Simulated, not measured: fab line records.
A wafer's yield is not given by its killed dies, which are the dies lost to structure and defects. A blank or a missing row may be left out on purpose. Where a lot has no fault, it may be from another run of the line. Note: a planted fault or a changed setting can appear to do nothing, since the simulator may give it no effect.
A struck lot beside a sound one	flow n5-finfet	14 steps out of a route of 1938
Sound: the wafers L746.2, L746.4, L746.5. Struck: wafer L752.2. (L752.3, L752.6 of the same lot were not struck and are left out.) The cause comes at the end.
Per side, at each step with rows, come the tool, then ch with its chambers, and then its first start. Under that, the readings that differ: sound wafers	struck wafers	difference of the means	sigmas: that difference in standard deviations of wafers without a fault.
alike: words and numbers the same on both sides, and readings whose means are apart by under 2 such deviations; not compared: readings that were withheld, readings missing a value for some wafer, numbers with overlapping values and no deviation given by the record, and bounds like >300 which may hide the same value.
Wherever a step has rows on one side only, a row that says differs or no value, or a row with sigmas, the two part there. When numbers do not overlap yet have no deviation, they are printed without sigmas and do not part them. Lack of a reading on every wafer of one side parts them only where that side has two or more wafers.

N5_HKMG_FIN_CD_MEAS_12: target cd 92.8 nm.
  sound on cd-sem-03 ch 0, day 5 02:16; struck on cd-sem-03 ch 0, day 6 10:19
  alike: cd-nm
N5_HKMG_FIN_OVL_MEAS_13:
  sound on overlay-02 ch 0, day 5 02:18; struck on overlay-02 ch 0, day 6 10:20
reading	sound	struck	difference	sigmas
NWFM_OVL (nm)	-0.8 -1.3 -0.1	0.9	+1.6	+2
N5_HKMG_FIN_INSPECT_14: inspects for defects (macro).
  sound on defect-inspect-01 at day 5 02:19; struck on defect-inspect-01 at day 6 10:22
  alike: raw-defect-count
N5_HKMG_FIN_DESCUM_17: chemistry O2, time 7.9 s.
  sound on rie-diel-02 ch 2,3, day 5 02:22; struck on rie-diel-03 ch 2, day 6 10:24
reading	sound	struck	difference	sigmas
oes-product-au (a.u.)	0.74 0.70 0.69	0.93	+0.22	+2
throttle-valve-pct (%)	20.52 20.70 20.73	20.15	-0.50	-2
  alike: drypump-motor-current-A, rf-vpp-V, showerhead-plenum-p-Torr
  not compared: rf-hours-counter-h
then, 3 steps without rows for these wafers: N5_HKMG_FIN_ETCH_31 (etches SiARC in CF4, target depth 45.5 nm, time 75.8 s); N5_HKMG_FIN_ETCH_32 (etches SOC in N2/H2, target depth 240 nm, time 300 s); N5_HKMG_FIN_STRIP_33 (strips in N2/H2).
N5_HKMG_FIN_STRIP_34: strips in CF4.
  sound on rie-diel-02 ch 2,3, day 5 02:38; struck on rie-diel-03 ch 2, day 6 10:41
reading	sound	struck	difference	sigmas
oes-product-au (a.u.)	0.72 0.69 0.69	0.92	+0.22	+3
throttle-valve-pct (%)	13.81 13.87 13.87	13.36	-0.49	-2
  alike: drypump-motor-current-A, rf-vpp-V, showerhead-plenum-p-Torr
  not compared: rf-hours-counter-h
N5_HKMG_FIN_ETCH_35: etches SOC in N2/H2, target depth 215.8 nm, time 243.4 s.
  sound on rie-diel-02 ch 2,3, day 5 02:40; struck on rie-diel-03 ch 2, day 6 10:42
reading	sound	struck	difference	sigmas
oes-product-au (a.u.)	0.74 0.69 0.69	0.90	+0.19	+2
throttle-valve-pct (%)	18.1 18.4 18.4	17.4	-0.9	-3
  alike: drypump-motor-current-A, rf-vpp-V, showerhead-plenum-p-Torr
  not compared: rf-hours-counter-h
N5_HKMG_FIN_STRIP_92: strips SOC in N2/H2, time 20 s.
  sound on rie-diel-02 ch 2,3, day 5 02:49; struck on rie-diel-03 ch 2, day 6 10:51
reading	sound	struck	difference	sigmas
oes-product-au (a.u.)	0.74 0.69 0.69	0.88	+0.17	+2
throttle-valve-pct (%)	19.7 19.9 19.9	18.5	-1.3	-2
  alike: drypump-motor-current-A, rf-vpp-V, showerhead-plenum-p-Torr
  not compared: rf-hours-counter-h
then, 1 step without rows for these wafers: N5_HKMG_FIN_WET_ETCH_18 (etches TiN in SC1, time 55 s, target depth 5.2 nm, rinse time 30 s).
N5_HKMG_FIN_STRIP_19: strips in N2/H2, time 360 s.
  sound on plasma-asher-01 ch 0,1, day 5 02:57; struck on plasma-asher-01 ch 1, day 6 11:00
  alike: drypump-motor-current-A, heater-power-w
  not compared: rf-hours-counter-h
N5_HKMG_FIN_ALD_91: deposits TiN, target thk 1 nm, pulse time 1 s, purge time 3 s.
  sound on ald-metal-02 ch 2,3, day 5 03:20; struck on ald-metal-02 ch 2, day 6 11:23
reading	sound	struck	difference	sigmas
ald-cycles	47 47 47	44	-3	
  alike: heater-power-w, precursor-pulse-height-rel
then, 1 step without rows for these wafers: N5_HKMG_FIN_COAT_85 (time 60 s, resist thk 300 nm).

WHERE THEY PART
At N5_HKMG_FIN_OVL_MEAS_13 first; at N5_HKMG_FIN_STRIP_92 last (within this record only). Later steps at which nothing parts them and some readings are alike: N5_HKMG_FIN_STRIP_19, N5_HKMG_FIN_ALD_91.

WHY: the cause the simulator had injected
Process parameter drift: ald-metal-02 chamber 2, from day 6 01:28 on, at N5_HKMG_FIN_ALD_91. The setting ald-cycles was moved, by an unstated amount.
